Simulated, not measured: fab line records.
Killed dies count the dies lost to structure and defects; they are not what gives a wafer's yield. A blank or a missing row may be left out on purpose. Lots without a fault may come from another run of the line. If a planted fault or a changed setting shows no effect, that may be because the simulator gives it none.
The tool behind it: which one? + flow nand harc + 12 lots, 36 wafers sampled, at 1 step of a route of 1159

== WHAT THE GAUGES SHOWED, per wafer ==
NHARC_A_ONON_D1_THK_MEAS_08: measures by ellipsometry. Usual: thk nm at 997 nm, with a standard deviation of 10.
| lot  | measured     | on            | thk nm (nm)    | flag |
|------|--------------|---------------|----------------|------|
| L378 | day 7 21:02  | film metro-02 | 1005 1005 1006 |      |
| L376 | day 7 21:05  | film metro-01 | 1012 1012 1012 |      |
| L381 | day 8 13:20  | film metro-02 | 994 993 992    |      |
| L389 | day 10 18:50 | film metro-01 | 1006 1006 1008 |      |
| L391 | day 10 18:50 | film metro-02 | 984 984 985    |      |
| L387 | day 10 18:52 | film metro-02 | 982 980 979    |      |
| L388 | day 11 05:14 | film metro-01 | 984 983 985    |      |
| L392 | day 11 19:23 | film metro-02 | 1000 1001 1001 |      |
| L393 | day 12 00:40 | film metro-01 | 997 997 997    |      |
| L396 | day 12 12:31 | film metro-02 | 988 985 984    |      |
| L398 | day 13 00:14 | film metro-01 | 1000 1002 1001 |      |
| L399 | day 13 00:34 | film metro-02 | 994 995 996    |      |

== TOOL THAT RAN EACH LOT (tool first, then ch and the chambers of the sampled wafers, then the start) ==
The record shows no process step preceding these readings.

== WHAT THE TOOLS THEMSELVES READ (means of the sampled wafers that have a number; where no wafer has one, the mark that the record gives instead) ==
The record holds no such reading with a usual standard deviation.

== THE ANSWER, worked out from the rows above alone ==
Rule: a lot counts as off when the mean over its wafers that have a number is more than 3 standard deviations away from the usual mean. Also off: a lot with no number at a reading for which 4 or more lots have one. Where the step has rows for the other lots, those lots are counted as sound. After the gauges, taken in route order, come the tools' own readings; for these a lot's mean is taken, as printed above. The first step at which some lot is off is used, and at that step the reading that is off furthest; a lot without a number counts as furthest.
Across all readings shown, no lot is off: no conclusion can be drawn from this.

== WHAT THE SIMULATOR PUT IN ==
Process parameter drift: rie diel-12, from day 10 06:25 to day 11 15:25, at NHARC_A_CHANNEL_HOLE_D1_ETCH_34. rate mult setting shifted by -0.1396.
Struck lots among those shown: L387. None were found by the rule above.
